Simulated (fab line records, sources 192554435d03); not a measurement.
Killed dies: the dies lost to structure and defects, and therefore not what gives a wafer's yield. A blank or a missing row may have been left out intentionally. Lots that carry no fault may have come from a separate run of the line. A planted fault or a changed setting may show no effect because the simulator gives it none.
fab line records || flow n5_finfet || part 2 of 2: steps 20 to 29 of 29
record: {"lots": 5, "wafers": 15, "last_day": 19}
route steps=1938 shown BEOL_M0_CUTY@702 BEOL_M0@715
lots that met no fault: from a run of the same line without faults
start_h: start of the lot's first displayed wafer, in hours after the record's first day || wait_h: hours since the lot's step before || " unchanged from the row above || L1.1+2: one row covering several wafers at once || - no value present, or no start provided || * or withheld: withheld || < > ~ a bound
route shown NAME@n: NAME is a module with steps in the file, n the number in the route of the first one || usual: mean/standard deviation of fault-free wafers || same: alike in all rows || chamber/n: place in a boat || sites: each site's reading || _std_site: standard deviation of those values || _edge_site: inner sites' mean taken away from outer sites' mean || radius_mm: how far each site lies from the wafer's centre || mask NAME#n: copy n || behind: tool/chamber where the wafer was last shaped || hold: why the lot went on hold/how many hours it stayed there/how the hold came to an end || device: the transistor (n, p or np) that didn't switch || end of line: tests run on the same wafers once the route is complete || for a step that has no rows: nothing shown but its recipe || killed: the dies lost at the first sort to structure and to defects; this is not the yield of the wafer || map: per-die view of a wafer (x killed, . not killed, _ where there is no die)
set.NAME: the run value of the setting; set.NAME@STEP: its run value at that earlier step || model.NAME: the simulator's own value behind a step, which no gauge read
a table for each step, a row for each wafer; lots at some steps of the route
services: from which hour (start_h, from the record's first day; less than 0 if before it) a tool's chamber was out of use, for how many hours, and why
== steps ==
step: N5_BEOL_M0_TRENCH_ETCH_107
recipe: {"chemistry": "C4F6/O2", "target_depth_a": 328, "target": "SiOC", "time_s": 16.4, "ion_energy_ev": 250, "pressure_mtorr": 30, "source_w": 355, "bias_w": 185, "Ar_flow_sccm": 300, "C4F6_flow_sccm": 10, "O2_flow_sccm": 10}
usual: {"drypump_motor_current_A": "5.8/0.41", "oes_product_au": "0.79/0.06", "rf_vpp_V": "667/7.9", "showerhead_plenum_p_Torr": "2.89/0.07", "throttle_valve_pct": "20.89/0.22"}
{"lot.wafer": "L076.3", "tool": "rie_diel-06", "chamber": 3, "start_h": 132.83, "wait_h": 0.0, "drypump_motor_current_A": 5.9, "oes_product_au": 0.76, "rf_hours_counter_h": 132, "rf_vpp_V": 661, "showerhead_plenum_p_Torr": 2.86, "throttle_valve_pct": 20.80}
{"lot.wafer": "L076.5", "tool": "rie_diel-06", "chamber": 1, "start_h": 132.83, "wait_h": 0.0, "drypump_motor_current_A": 5.7, "oes_product_au": 0.85, "rf_hours_counter_h": "-", "rf_vpp_V": 679, "showerhead_plenum_p_Torr": 2.89, "throttle_valve_pct": 20.89}
{"lot.wafer": "L076.6", "tool": "rie_diel-06", "chamber": 2, "start_h": 132.83, "wait_h": 0.0, "drypump_motor_current_A": 5.1, "oes_product_au": 0.75, "rf_hours_counter_h": "-", "rf_vpp_V": 674, "showerhead_plenum_p_Torr": 2.96, "throttle_valve_pct": 20.70}
{"lot.wafer": "L081.2", "tool": "rie_diel-01", "chamber": 3, "start_h": 170.05, "wait_h": 0.0, "drypump_motor_current_A": 5.6, "oes_product_au": 0.79, "rf_hours_counter_h": 134, "rf_vpp_V": 670, "showerhead_plenum_p_Torr": 2.87, "throttle_valve_pct": 21.08}
{"lot.wafer": "L081.4", "tool": "rie_diel-01", "chamber": 0, "start_h": 170.05, "wait_h": 0.0, "drypump_motor_current_A": 5.7, "oes_product_au": 0.85, "rf_hours_counter_h": 68, "rf_vpp_V": 677, "showerhead_plenum_p_Torr": 2.99, "throttle_valve_pct": 20.88}
{"lot.wafer": "L081.5", "tool": "rie_diel-01", "chamber": 0, "start_h": 170.05, "wait_h": 0.0, "drypump_motor_current_A": 5.7, "oes_product_au": 0.85, "rf_hours_counter_h": "-", "rf_vpp_V": 676, "showerhead_plenum_p_Torr": 2.99, "throttle_valve_pct": 20.88}
{"lot.wafer": "L088.1", "tool": "rie_diel-04", "chamber": 2, "start_h": 235.63, "wait_h": 0.0, "drypump_motor_current_A": 5.5, "oes_product_au": 0.70, "rf_hours_counter_h": 211, "rf_vpp_V": 673, "showerhead_plenum_p_Torr": 2.92, "throttle_valve_pct": 21.35}
{"lot.wafer": "L088.3", "tool": "rie_diel-04", "chamber": 1, "start_h": 235.63, "wait_h": 0.0, "drypump_motor_current_A": 5.3, "oes_product_au": 0.80, "rf_hours_counter_h": 102, "rf_vpp_V": 656, "showerhead_plenum_p_Torr": 2.85, "throttle_valve_pct": 20.52}
{"lot.wafer": "L088.6", "tool": "rie_diel-04", "chamber": 0, "start_h": 235.63, "wait_h": 0.0, "drypump_motor_current_A": 6.4, "oes_product_au": 0.91, "rf_hours_counter_h": "-", "rf_vpp_V": 665, "showerhead_plenum_p_Torr": 3.01, "throttle_valve_pct": 20.76}
{"lot.wafer": "L089.1", "tool": "rie_diel-01", "chamber": 0, "start_h": 266.27, "wait_h": 0.0, "drypump_motor_current_A": 5.8, "oes_product_au": 0.82, "rf_hours_counter_h": 90, "rf_vpp_V": 676, "showerhead_plenum_p_Torr": 2.98, "throttle_valve_pct": 20.91}
{"lot.wafer": "L089.3", "tool": "rie_diel-01", "chamber": 2, "start_h": 266.27, "wait_h": 0.0, "drypump_motor_current_A": 6.2, "oes_product_au": 0.82, "rf_hours_counter_h": 86, "rf_vpp_V": 661, "showerhead_plenum_p_Torr": 2.77, "throttle_valve_pct": 21.05}
{"lot.wafer": "L089.6", "tool": "rie_diel-01", "chamber": 1, "start_h": 266.27, "wait_h": 0.0, "drypump_motor_current_A": 5.8, "oes_product_au": 0.81, "rf_hours_counter_h": "-", "rf_vpp_V": 665, "showerhead_plenum_p_Torr": 2.87, "throttle_valve_pct": 20.87}
{"lot.wafer": "L096.4", "tool": "rie_diel-01", "chamber": 1, "start_h": 302.86, "wait_h": 0.0, "drypump_motor_current_A": 5.7, "oes_product_au": 0.79, "rf_hours_counter_h": 121, "rf_vpp_V": 666, "showerhead_plenum_p_Torr": 2.86, "throttle_valve_pct": 20.90}
{"lot.wafer": "L096.5", "tool": "rie_diel-01", "chamber": 2, "start_h": 302.86, "wait_h": 0.0, "drypump_motor_current_A": 6.2, "oes_product_au": 0.80, "rf_hours_counter_h": "-", "rf_vpp_V": 662, "showerhead_plenum_p_Torr": 2.76, "throttle_valve_pct": 21.05}
{"lot.wafer": "L096.6", "tool": "rie_diel-01", "chamber": 1, "start_h": 302.86, "wait_h": 0.0, "drypump_motor_current_A": 5.8, "oes_product_au": 0.78, "rf_hours_counter_h": "-", "rf_vpp_V": 664, "showerhead_plenum_p_Torr": 2.86, "throttle_valve_pct": 20.90}
step: N5_BEOL_M0_STRIP_142
recipe: {"chemistry": "N2/H2", "time_s": 10, "power_w": 450, "temp_c": 40, "pressure_mtorr": 20, "rf_frequency_hz": 6e+07, "bias_power_w": 7, "n2_flow_sccm": 200, "h2_flow_sccm": 200}
usual: {"drypump_motor_current_A": "5.8/0.41", "oes_product_au": "0.79/0.06", "rf_vpp_V": "59.5/0.87", "showerhead_plenum_p_Torr": "2.58/0.07", "throttle_valve_pct": "23.7/0.32"}
{"lot.wafer": "L076.3", "tool": "rie_diel-06", "chamber": 3, "start_h": 132.85, "wait_h": 0.0, "drypump_motor_current_A": 5.9, "oes_product_au": 0.77, "rf_hours_counter_h": 132, "rf_vpp_V": 59.9, "showerhead_plenum_p_Torr": 2.54, "throttle_valve_pct": 23.6}
{"lot.wafer": "L076.5", "tool": "rie_diel-06", "chamber": 1, "start_h": 132.85, "wait_h": 0.0, "drypump_motor_current_A": 5.7, "oes_product_au": 0.85, "rf_hours_counter_h": "-", "rf_vpp_V": 59.2, "showerhead_plenum_p_Torr": 2.57, "throttle_valve_pct": 23.6}
{"lot.wafer": "L076.6", "tool": "rie_diel-06", "chamber": 2, "start_h": 132.85, "wait_h": 0.0, "drypump_motor_current_A": 5.1, "oes_product_au": 0.75, "rf_hours_counter_h": "-", "rf_vpp_V": 59.2, "showerhead_plenum_p_Torr": 2.65, "throttle_valve_pct": 23.6}
{"lot.wafer": "L081.2", "tool": "rie_diel-01", "chamber": 3, "start_h": 170.07, "wait_h": 0.0, "drypump_motor_current_A": 5.6, "oes_product_au": 0.77, "rf_hours_counter_h": 134, "rf_vpp_V": 59.6, "showerhead_plenum_p_Torr": 2.54, "throttle_valve_pct": 23.8}
{"lot.wafer": "L081.4", "tool": "rie_diel-01", "chamber": 0, "start_h": 170.07, "wait_h": 0.0, "drypump_motor_current_A": 5.8, "oes_product_au": 0.85, "rf_hours_counter_h": 68, "rf_vpp_V": 59.0, "showerhead_plenum_p_Torr": 2.68, "throttle_valve_pct": 23.8}
{"lot.wafer": "L081.5", "tool": "rie_diel-01", "chamber": 0, "start_h": 170.07, "wait_h": 0.0, "drypump_motor_current_A": 5.8, "oes_product_au": 0.86, "rf_hours_counter_h": "-", "rf_vpp_V": 58.6, "showerhead_plenum_p_Torr": 2.68, "throttle_valve_pct": 23.8}
{"lot.wafer": "L088.1", "tool": "rie_diel-04", "chamber": 2, "start_h": 235.66, "wait_h": 0.0, "drypump_motor_current_A": 5.4, "oes_product_au": 0.70, "rf_hours_counter_h": 211, "rf_vpp_V": 59.3, "showerhead_plenum_p_Torr": 2.62, "throttle_valve_pct": 24.3}
{"lot.wafer": "L088.3", "tool": "rie_diel-04", "chamber": 1, "start_h": 235.66, "wait_h": 0.0, "drypump_motor_current_A": 5.3, "oes_product_au": 0.80, "rf_hours_counter_h": 102, "rf_vpp_V": 59.0, "showerhead_plenum_p_Torr": 2.55, "throttle_valve_pct": 23.1}
{"lot.wafer": "L088.6", "tool": "rie_diel-04", "chamber": 0, "start_h": 235.66, "wait_h": 0.0, "drypump_motor_current_A": 6.4, "oes_product_au": 0.91, "rf_hours_counter_h": "-", "rf_vpp_V": 59.6, "showerhead_plenum_p_Torr": 2.71, "throttle_valve_pct": 23.5}
{"lot.wafer": "L089.1", "tool": "rie_diel-01", "chamber": 0, "start_h": 266.29, "wait_h": 0.0, "drypump_motor_current_A": 5.8, "oes_product_au": 0.83, "rf_hours_counter_h": 90, "rf_vpp_V": 60.7, "showerhead_plenum_p_Torr": 2.67, "throttle_valve_pct": 23.8}
{"lot.wafer": "L089.3", "tool": "rie_diel-01", "chamber": 2, "start_h": 266.29, "wait_h": 0.0, "drypump_motor_current_A": 6.3, "oes_product_au": 0.82, "rf_hours_counter_h": 86, "rf_vpp_V": 60.2, "showerhead_plenum_p_Torr": 2.46, "throttle_valve_pct": 23.8}
{"lot.wafer": "L089.6", "tool": "rie_diel-01", "chamber": 1, "start_h": 266.29, "wait_h": 0.0, "drypump_motor_current_A": 5.8, "oes_product_au": 0.80, "rf_hours_counter_h": "-", "rf_vpp_V": 58.3, "showerhead_plenum_p_Torr": 2.56, "throttle_valve_pct": 23.6}
{"lot.wafer": "L096.4", "tool": "rie_diel-01", "chamber": 1, "start_h": 302.89, "wait_h": 0.0, "drypump_motor_current_A": 5.8, "oes_product_au": 0.79, "rf_hours_counter_h": 121, "rf_vpp_V": 60.7, "showerhead_plenum_p_Torr": 2.55, "throttle_valve_pct": 23.6}
{"lot.wafer": "L096.5", "tool": "rie_diel-01", "chamber": 2, "start_h": 302.89, "wait_h": 0.0, "drypump_motor_current_A": 6.3, "oes_product_au": 0.80, "rf_hours_counter_h": "-", "rf_vpp_V": 58.4, "showerhead_plenum_p_Torr": 2.45, "throttle_valve_pct": 23.8}
{"lot.wafer": "L096.6", "tool": "rie_diel-01", "chamber": 1, "start_h": 302.89, "wait_h": 0.0, "drypump_motor_current_A": 5.8, "oes_product_au": 0.79, "rf_hours_counter_h": "-", "rf_vpp_V": 58.9, "showerhead_plenum_p_Torr": 2.55, "throttle_valve_pct": 23.6}
step: N5_BEOL_M0_OCD_MEAS_108
usual: {"trench_depth_nm": "32.9/0.47"}
{"lot.wafer": "L076.3", "tool": "ocd-01", "chamber": "-", "start_h": 132.94, "wait_h": 0.1, "trench_depth_nm": 32.2}
{"lot.wafer": "L076.5", "tool": "ocd-01", "chamber": "-", "start_h": 132.94, "wait_h": 0.1, "trench_depth_nm": 32.5}
{"lot.wafer": "L076.6", "tool": "ocd-01", "chamber": "-", "start_h": 132.94, "wait_h": 0.1, "trench_depth_nm": 32.7}
{"lot.wafer": "L081.2", "tool": "ocd-02", "chamber": "-", "start_h": 170.16, "wait_h": 0.1, "trench_depth_nm": 33.4}
{"lot.wafer": "L081.4", "tool": "ocd-02", "chamber": "-", "start_h": 170.16, "wait_h": 0.1, "trench_depth_nm": 32.7}
{"lot.wafer": "L081.5", "tool": "ocd-02", "chamber": "-", "start_h": 170.16, "wait_h": 0.1, "trench_depth_nm": 32.9}
{"lot.wafer": "L088.1", "tool": "ocd-02", "chamber": "-", "start_h": 235.74, "wait_h": 0.1, "trench_depth_nm": 32.8}
{"lot.wafer": "L088.3", "tool": "ocd-02", "chamber": "-", "start_h": 235.74, "wait_h": 0.1, "trench_depth_nm": 33.4}
{"lot.wafer": "L088.6", "tool": "ocd-02", "chamber": "-", "start_h": 235.74, "wait_h": 0.1, "trench_depth_nm": 33.5}
{"lot.wafer": "L089.1", "tool": "ocd-02", "chamber": "-", "start_h": 266.37, "wait_h": 0.1, "trench_depth_nm": 32.9}
{"lot.wafer": "L089.3", "tool": "ocd-02", "chamber": "-", "start_h": 266.37, "wait_h": 0.1, "trench_depth_nm": 32.7}
{"lot.wafer": "L089.6", "tool": "ocd-02", "chamber": "-", "start_h": 266.37, "wait_h": 0.1, "trench_depth_nm": 32.9}
{"lot.wafer": "L096.4", "tool": "ocd-01", "chamber": "-", "start_h": 302.97, "wait_h": 0.1, "trench_depth_nm": 32.3}
{"lot.wafer": "L096.5", "tool": "ocd-01", "chamber": "-", "start_h": 302.97, "wait_h": 0.1, "trench_depth_nm": 33.1}
{"lot.wafer": "L096.6", "tool": "ocd-01", "chamber": "-", "start_h": 302.97, "wait_h": 0.1, "trench_depth_nm": 32.8}
step: N5_BEOL_M0_HM_STRIP_129
recipe: {"chemistry": "peroxide_tin_strip", "material": "TiN", "target_depth_a": 170, "temp_c": 50, "time_s": 108}
{"lot.wafer": "L076.3+5+6", "tool": "wet_bench-04", "chamber": "1,4,0", "start_h": 132.97, "wait_h": 0.0}
{"lot.wafer": "L081.2+4+5", "tool": "wet_bench-02", "chamber": "6,1,0", "start_h": 170.19, "wait_h": 0.0}
{"lot.wafer": "L088.1+3+6", "tool": "wet_bench-04", "chamber": "1,0,6", "start_h": 235.77, "wait_h": 0.0}
{"lot.wafer": "L089.1+3+6", "tool": "wet_bench-02", "chamber": "4,3,5", "start_h": 266.40, "wait_h": 0.0}
{"lot.wafer": "L096.4+5+6", "tool": "wet_bench-05", "chamber": "5,3,1", "start_h": 303.00, "wait_h": 0.0}
step: N5_BEOL_M0_SRD_130
recipe: {"time_s": 30, "temp_c": 23, "rinse_liquid": "diw", "dry": "ipa_marangoni"}
{"lot.wafer": "L076.3+5+6", "tool": "wet_bench-04", "chamber": "1,4,0", "start_h": 133.00, "wait_h": 0.0}
{"lot.wafer": "L081.2+4+5", "tool": "wet_bench-02", "chamber": "6,1,0", "start_h": 170.22, "wait_h": 0.0}
{"lot.wafer": "L088.1+3+6", "tool": "wet_bench-04", "chamber": "1,0,6", "start_h": 235.80, "wait_h": 0.0}
{"lot.wafer": "L089.1+3+6", "tool": "wet_bench-02", "chamber": "4,3,5", "start_h": 266.44, "wait_h": 0.0}
{"lot.wafer": "L096.4+5+6", "tool": "wet_bench-05", "chamber": "5,3,1", "start_h": 303.08, "wait_h": 0.0}
step: N5_BEOL_M0_ETCH_109
recipe: {"chemistry": "CH3F/O2", "target_depth_a": 80, "overetch_a": 24, "target": "SiCN", "time_s": 27.4, "ion_energy_ev": 120, "pressure_mtorr": 30, "source_w": 395, "bias_w": 75, "Ar_flow_sccm": 150, "CH3F_flow_sccm": 30, "O2_flow_sccm": 20}
usual: {"drypump_motor_current_A": "5.8/0.42", "oes_product_au": "0.66/0.05", "rf_vpp_V": "298.0/1.3", "showerhead_plenum_p_Torr": "2.03/0.05", "throttle_valve_pct": "16.34/0.22"}
{"lot.wafer": "L076.3", "tool": "rie_diel-04", "chamber": 3, "start_h": 133.06, "wait_h": 0.0, "drypump_motor_current_A": 6.5, "oes_product_au": 0.65, "rf_hours_counter_h": 169, "rf_vpp_V": 300.3, "showerhead_plenum_p_Torr": 2.08, "throttle_valve_pct": 16.13}
{"lot.wafer": "L076.5", "tool": "rie_diel-04", "chamber": 3, "start_h": 133.06, "wait_h": 0.0, "drypump_motor_current_A": 6.5, "oes_product_au": 0.65, "rf_hours_counter_h": "-", "rf_vpp_V": 299.7, "showerhead_plenum_p_Torr": 2.08, "throttle_valve_pct": 16.12}
{"lot.wafer": "L076.6", "tool": "rie_diel-04", "chamber": 1, "start_h": 133.06, "wait_h": 0.0, "drypump_motor_current_A": 5.3, "oes_product_au": 0.70, "rf_hours_counter_h": "-", "rf_vpp_V": 296.8, "showerhead_plenum_p_Torr": 2.01, "throttle_valve_pct": 15.95}
{"lot.wafer": "L081.2", "tool": "rie_diel-01", "chamber": 3, "start_h": 170.29, "wait_h": 0.1, "drypump_motor_current_A": 5.6, "oes_product_au": 0.66, "rf_hours_counter_h": 134, "rf_vpp_V": 296.7, "showerhead_plenum_p_Torr": 2.01, "throttle_valve_pct": 16.46}
{"lot.wafer": "L081.4", "tool": "rie_diel-01", "chamber": 0, "start_h": 170.29, "wait_h": 0.1, "drypump_motor_current_A": 5.8, "oes_product_au": 0.71, "rf_hours_counter_h": 68, "rf_vpp_V": 298.8, "showerhead_plenum_p_Torr": 2.11, "throttle_valve_pct": 16.31}
{"lot.wafer": "L081.5", "tool": "rie_diel-01", "chamber": 1, "start_h": 170.29, "wait_h": 0.1, "drypump_motor_current_A": 5.8, "oes_product_au": 0.70, "rf_hours_counter_h": "-", "rf_vpp_V": 299.0, "showerhead_plenum_p_Torr": 2.02, "throttle_valve_pct": 16.27}
{"lot.wafer": "L088.1", "tool": "rie_diel-04", "chamber": 3, "start_h": 236.46, "wait_h": 0.6, "drypump_motor_current_A": 6.5, "oes_product_au": 0.63, "rf_hours_counter_h": 196, "rf_vpp_V": 298.0, "showerhead_plenum_p_Torr": 2.07, "throttle_valve_pct": 16.17}
{"lot.wafer": "L088.3", "tool": "rie_diel-04", "chamber": 1, "start_h": 236.46, "wait_h": 0.6, "drypump_motor_current_A": 5.3, "oes_product_au": 0.68, "rf_hours_counter_h": 102, "rf_vpp_V": 297.5, "showerhead_plenum_p_Torr": 2.00, "throttle_valve_pct": 16.01}
{"lot.wafer": "L088.6", "tool": "rie_diel-04", "chamber": 1, "start_h": 236.46, "wait_h": 0.6, "drypump_motor_current_A": 5.3, "oes_product_au": 0.68, "rf_hours_counter_h": "-", "rf_vpp_V": 297.4, "showerhead_plenum_p_Torr": 2.00, "throttle_valve_pct": 16.02}
{"lot.wafer": "L089.1", "tool": "rie_diel-01", "chamber": 0, "start_h": 267.02, "wait_h": 0.6, "drypump_motor_current_A": 5.7, "oes_product_au": 0.68, "rf_hours_counter_h": 90, "rf_vpp_V": 299.4, "showerhead_plenum_p_Torr": 2.10, "throttle_valve_pct": 16.35}
{"lot.wafer": "L089.3", "tool": "rie_diel-01", "chamber": 1, "start_h": 267.02, "wait_h": 0.6, "drypump_motor_current_A": 5.8, "oes_product_au": 0.69, "rf_hours_counter_h": 107, "rf_vpp_V": 297.3, "showerhead_plenum_p_Torr": 2.02, "throttle_valve_pct": 16.32}
{"lot.wafer": "L089.6", "tool": "rie_diel-01", "chamber": 2, "start_h": 267.02, "wait_h": 0.6, "drypump_motor_current_A": 6.3, "oes_product_au": 0.70, "rf_hours_counter_h": "-", "rf_vpp_V": 295.8, "showerhead_plenum_p_Torr": 1.94, "throttle_valve_pct": 16.46}
{"lot.wafer": "L096.4", "tool": "rie_diel-06", "chamber": 2, "start_h": 303.38, "wait_h": 0.3, "drypump_motor_current_A": 5.0, "oes_product_au": 0.60, "rf_hours_counter_h": "-", "rf_vpp_V": 299.2, "showerhead_plenum_p_Torr": 2.07, "throttle_valve_pct": 16.30}
{"lot.wafer": "L096.5", "tool": "rie_diel-06", "chamber": 0, "start_h": 303.38, "wait_h": 0.3, "drypump_motor_current_A": 5.9, "oes_product_au": 0.61, "rf_hours_counter_h": "-", "rf_vpp_V": 296.8, "showerhead_plenum_p_Torr": 1.97, "throttle_valve_pct": 16.58}
{"lot.wafer": "L096.6", "tool": "rie_diel-06", "chamber": 3, "start_h": 303.38, "wait_h": 0.3, "drypump_motor_current_A": 5.9, "oes_product_au": 0.63, "rf_hours_counter_h": "-", "rf_vpp_V": 296.9, "showerhead_plenum_p_Torr": 1.99, "throttle_valve_pct": 16.36}
step: N5_BEOL_M0_STRIP_139
recipe: {"chemistry": "post_etch_residue_remover", "time_s": 60, "temp_c": 25, "remover_ph": "withheld", "remover_water_wt_pct": "withheld", "remover_fluoride_wt_pct": "withheld"}
{"lot.wafer": "L076.3+5+6", "tool": "wet_bench-05", "chamber": "4,0,3", "start_h": 133.16, "wait_h": 0.1}
{"lot.wafer": "L081.2+4+5", "tool": "wet_bench-05", "chamber": "3,5,2", "start_h": 170.40, "wait_h": 0.1}
{"lot.wafer": "L088.1+3+6", "tool": "wet_bench-05", "chamber": "7,5,0", "start_h": 236.57, "wait_h": 0.1}
{"lot.wafer": "L089.1+3+6", "tool": "wet_bench-02", "chamber": "1,2,7", "start_h": 267.12, "wait_h": 0.1}
{"lot.wafer": "L096.4+5+6", "tool": "wet_bench-04", "chamber": "4,2,6", "start_h": 303.46, "wait_h": 0.0}
step: N5_BEOL_M0_SRD_111
recipe: {"time_s": 30, "temp_c": 23, "rinse_liquid": "diw", "dry": "ipa_marangoni"}
{"lot.wafer": "L076.3+5+6", "tool": "wet_bench-05", "chamber": "4,0,3", "start_h": 133.18, "wait_h": 0.0}
{"lot.wafer": "L081.2+4+5", "tool": "wet_bench-05", "chamber": "3,5,2", "start_h": 170.42, "wait_h": 0.0}
{"lot.wafer": "L088.1+3+6", "tool": "wet_bench-05", "chamber": "7,5,0", "start_h": 236.59, "wait_h": 0.0}
{"lot.wafer": "L089.1+3+6", "tool": "wet_bench-02", "chamber": "1,2,7", "start_h": 267.14, "wait_h": 0.0}
{"lot.wafer": "L096.4+5+6", "tool": "wet_bench-04", "chamber": "4,2,6", "start_h": 303.48, "wait_h": 0.0}
step: N5_BEOL_M0_DEGAS_112
recipe: {"ambient": "vacuum", "temp_c": 250, "time_s": 60}
usual: {"heater_power_w": "340/37"}
{"lot.wafer": "L076.3", "tool": "pvd_sputter-02", "chamber": "-", "start_h": 133.32, "wait_h": 0.1, "heater_power_w": 383}
{"lot.wafer": "L076.5", "tool": "pvd_sputter-02", "chamber": "-", "start_h": 133.32, "wait_h": 0.1, "heater_power_w": 327}
{"lot.wafer": "L076.6", "tool": "pvd_sputter-02", "chamber": "-", "start_h": 133.32, "wait_h": 0.1, "heater_power_w": 371}
{"lot.wafer": "L081.2", "tool": "pvd_sputter-01", "chamber": "-", "start_h": 170.46, "wait_h": 0.0, "heater_power_w": 345}
{"lot.wafer": "L081.4", "tool": "pvd_sputter-01", "chamber": "-", "start_h": 170.46, "wait_h": 0.0, "heater_power_w": 353}
{"lot.wafer": "L081.5", "tool": "pvd_sputter-01", "chamber": "-", "start_h": 170.46, "wait_h": 0.0, "heater_power_w": 350}
{"lot.wafer": "L088.1", "tool": "pvd_sputter-03", "chamber": "-", "start_h": 238.01, "wait_h": 1.4, "heater_power_w": 333}
{"lot.wafer": "L088.3", "tool": "pvd_sputter-03", "chamber": "-", "start_h": 238.01, "wait_h": 1.4, "heater_power_w": 290}
{"lot.wafer": "L088.6", "tool": "pvd_sputter-03", "chamber": "-", "start_h": 238.01, "wait_h": 1.4, "heater_power_w": 277}
{"lot.wafer": "L089.1", "tool": "pvd_sputter-01", "chamber": "-", "start_h": 267.45, "wait_h": 0.3, "heater_power_w": 357}
{"lot.wafer": "L089.3", "tool": "pvd_sputter-01", "chamber": "-", "start_h": 267.45, "wait_h": 0.3, "heater_power_w": 349}
{"lot.wafer": "L089.6", "tool": "pvd_sputter-01", "chamber": "-", "start_h": 267.45, "wait_h": 0.3, "heater_power_w": 417}
{"lot.wafer": "L096.4", "tool": "pvd_sputter-01", "chamber": "-", "start_h": 303.68, "wait_h": 0.2, "heater_power_w": 425}
{"lot.wafer": "L096.5", "tool": "pvd_sputter-01", "chamber": "-", "start_h": 303.68, "wait_h": 0.2, "heater_power_w": 357}
{"lot.wafer": "L096.6", "tool": "pvd_sputter-01", "chamber": "-", "start_h": 303.68, "wait_h": 0.2, "heater_power_w": 414}
step: N5_BEOL_M0_PRE_CLEAN_113
recipe: {"gas": "H2/He", "time_s": 30, "temp_c": 250}
usual: {"heater_power_w": "340/36"}
{"lot.wafer": "L076.3", "tool": "pvd_sputter-02", "chamber": "-", "start_h": 133.36, "wait_h": 0.0, "heater_power_w": 386}
{"lot.wafer": "L076.5", "tool": "pvd_sputter-02", "chamber": "-", "start_h": 133.36, "wait_h": 0.0, "heater_power_w": 319}
{"lot.wafer": "L076.6", "tool": "pvd_sputter-02", "chamber": "-", "start_h": 133.36, "wait_h": 0.0, "heater_power_w": 371}
{"lot.wafer": "L081.2", "tool": "pvd_sputter-01", "chamber": "-", "start_h": 170.50, "wait_h": 0.0, "heater_power_w": 342}
{"lot.wafer": "L081.4", "tool": "pvd_sputter-01", "chamber": "-", "start_h": 170.50, "wait_h": 0.0, "heater_power_w": 352}
{"lot.wafer": "L081.5", "tool": "pvd_sputter-01", "chamber": "-", "start_h": 170.50, "wait_h": 0.0, "heater_power_w": 352}
{"lot.wafer": "L088.1", "tool": "pvd_sputter-03", "chamber": "-", "start_h": 238.05, "wait_h": 0.0, "heater_power_w": 335}
{"lot.wafer": "L088.3", "tool": "pvd_sputter-03", "chamber": "-", "start_h": 238.05, "wait_h": 0.0, "heater_power_w": 289}
{"lot.wafer": "L088.6", "tool": "pvd_sputter-03", "chamber": "-", "start_h": 238.05, "wait_h": 0.0, "heater_power_w": 289}
{"lot.wafer": "L089.1", "tool": "pvd_sputter-01", "chamber": "-", "start_h": 267.49, "wait_h": 0.0, "heater_power_w": 356}
{"lot.wafer": "L089.3", "tool": "pvd_sputter-01", "chamber": "-", "start_h": 267.49, "wait_h": 0.0, "heater_power_w": 355}
{"lot.wafer": "L089.6", "tool": "pvd_sputter-01", "chamber": "-", "start_h": 267.49, "wait_h": 0.0, "heater_power_w": 409}
{"lot.wafer": "L096.4", "tool": "pvd_sputter-01", "chamber": "-", "start_h": 303.72, "wait_h": 0.0, "heater_power_w": 410}
{"lot.wafer": "L096.5", "tool": "pvd_sputter-01", "chamber": "-", "start_h": 303.72, "wait_h": 0.0, "heater_power_w": 352}
{"lot.wafer": "L096.6", "tool": "pvd_sputter-01", "chamber": "-", "start_h": 303.72, "wait_h": 0.0, "heater_power_w": 416}
== services ==
{"tool": "rie_diel-04", "chamber": 1, "start_h": 106.06, "hours": 2.9, "kind": "repair"}
{"tool": "pvd_sputter-01", "chamber": "-", "start_h": 127.38, "hours": 0.8, "kind": "repair"}
{"tool": "arfi_scanner-02", "chamber": "-", "start_h": 133.32, "hours": 1.0, "kind": "pm"}
{"tool": "rie_diel-06", "chamber": "-", "start_h": 152.62, "hours": 0.9, "kind": "repair"}
{"tool": "rie_diel-01", "chamber": 0, "start_h": 161.28, "hours": 4.4, "kind": "repair"}
{"tool": "arfi_scanner-01", "chamber": "-", "start_h": 167.20, "hours": 0.5, "kind": "repair"}
{"tool": "arfi_scanner-01", "chamber": "-", "start_h": 167.82, "hours": 1.0, "kind": "pm"}
{"tool": "arfi_scanner-02", "chamber": "-", "start_h": 168.79, "hours": 3.6, "kind": "repair"}
{"tool": "arfi_scanner-01", "chamber": "-", "start_h": 177.17, "hours": 1.3, "kind": "pm"}
{"tool": "arfi_scanner-02", "chamber": "-", "start_h": 178.80, "hours": 0.8, "kind": "pm"}
{"tool": "wet_bench-04", "chamber": "-", "start_h": 182.18, "hours": 3.9, "kind": "repair"}
{"tool": "rie_diel-01", "chamber": 1, "start_h": 187.71, "hours": 6.8, "kind": "repair"}
{"tool": "arfi_scanner-01", "chamber": "-", "start_h": 188.50, "hours": 0.8, "kind": "pm"}
{"tool": "pvd_sputter-03", "chamber": "-", "start_h": 188.94, "hours": 5.9, "kind": "repair"}
{"tool": "pvd_sputter-02", "chamber": "-", "start_h": 202.44, "hours": 2.8, "kind": "repair"}
{"tool": "arfi_scanner-01", "chamber": "-", "start_h": 202.66, "hours": 1.2, "kind": "repair"}
{"tool": "rie_metal-03", "chamber": "-", "start_h": 212.47, "hours": 1.0, "kind": "repair"}
{"tool": "rie_metal-03", "chamber": "-", "start_h": 214.10, "hours": 2.8, "kind": "pm"}
{"tool": "rie_diel-06", "chamber": 1, "start_h": 214.42, "hours": 9.5, "kind": "repair"}
{"tool": "rie_diel-01", "chamber": "-", "start_h": 234.77, "hours": 2.8, "kind": "pm"}
{"tool": "rie_diel-06", "chamber": 3, "start_h": 258.10, "hours": 3.1, "kind": "repair"}
{"tool": "wet_bench-02", "chamber": "-", "start_h": 259.93, "hours": 0.5, "kind": "repair"}
{"tool": "rie_diel-04", "chamber": 3, "start_h": 260.32, "hours": 20.8, "kind": "repair"}
{"tool": "rie_diel-06", "chamber": 1, "start_h": 301.28, "hours": 8.3, "kind": "repair"}
